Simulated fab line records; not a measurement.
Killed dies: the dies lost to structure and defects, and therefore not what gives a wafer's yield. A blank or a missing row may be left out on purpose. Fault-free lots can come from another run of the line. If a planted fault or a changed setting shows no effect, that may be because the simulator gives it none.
2 desks, one fault ; flow n5_finfet ; every desk sees just its own numbers, and what lay behind them comes last

== TOOL OWNER'S DESK, ald_sin-04 ==
The tool's own readings at N5_FIN_SAQP_SPACER2_ALD_28 (deposits SiO2, target thk 8.1 nm, pulse time 1 s, purge time 2 s): means of the sampled wafers that have a number, for each lot that ran on this tool. A lot is out of limits, marked OUT, if its mean lies more than 4 standard deviations from the usual mean; the brackets give that distance.
Columns: A = heater_power_w at N5_FIN_SAQP_SPACER2_ALD_28, usual 467 W; B = precursor_pulse_height_rel at N5_FIN_SAQP_SPACER2_ALD_28, usual 1.001; C = susceptor_temp_C at N5_FIN_SAQP_SPACER2_ALD_28, usual 300.02 C
lot;first seen here;A;B;C
L662;day 2 14:55;386;0.987;300.17
L666;day 3 13:48;455;1.011;308.86 (+47) OUT
L682;day 7 13:47;494;0.997;299.87
This desk's finding: out of limits on L666; first on L666, day 3 13:48 (susceptor_temp_C at N5_FIN_SAQP_SPACER2_ALD_28). Within limits: L662, L682.

== FROM THE METROLOGY DESK ==
Means of the sampled wafers that have a number, per lot and without regard to the tool the lot ran on: this is what the gauges read. A lot is out of limits, marked OUT, if its mean lies more than 4 standard deviations from the usual mean; the brackets give that distance. Of its 13 readings 7 are shown: those that lie furthest out on some lot.
Columns: A = DIBL_N at N5_BEOL_M4_RC_MEAS_101, usual 36.4 mV/V; B = DIBL_P at N5_BEOL_M4_RC_MEAS_101, usual 36.4 mV/V; C = IOFF_N at N5_BEOL_M4_RC_MEAS_101, usual 0.156 nA/um; D = IOFF_P at N5_BEOL_M4_RC_MEAS_101, usual 0.210 nA/um; E = ION_P at N5_BEOL_M4_RC_MEAS_101, usual 463 uA/um; F = SS_N at N5_BEOL_M4_RC_MEAS_101, usual 71.6 mV/dec; G = SS_P at N5_BEOL_M4_RC_MEAS_101, usual 73.3 mV/dec
lot;first seen here;A;B;C;D;E;F;G
L662;day 2 13:34;34.9;36.2;0.151;0.205;460;70.8;73.0
L666;day 3 11:48;36.4;33.7;0.149;0.207;465;71.5;73.1
L679;day 6 18:32;34.6;35.7;0.129;0.185;463;71.2;72.3
L680;day 7 00:41;34.9;34.9;0.139;0.200;465;71.3;73.5
L682;day 7 12:23;36.8;37.5;0.173;0.244;474;71.9;73.1
This desk's verdict: no lot among the 5 shows anything out of limits.

== BROUGHT TOGETHER ==
The tool owner's desk had the chance to raise an alarm at day 3 13:48 on L666.
Metrology desk: nothing out of limits seen.
The metrology desk has L666 on record, within its limits.
Of the lots named, all ran N5_FIN_SAQP_SPACER2_ALD_28 on ald_sin-04.

== WHAT HAD BEEN PUT IN BY THE SIMULATOR ==
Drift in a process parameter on ald_sin-04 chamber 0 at N5_FIN_SAQP_SPACER2_ALD_28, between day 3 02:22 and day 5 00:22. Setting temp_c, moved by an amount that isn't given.
Lots struck among those shown: L666.
Hours from the fault's start to each desk's first reading out of limits: the tool owner's desk, 11.
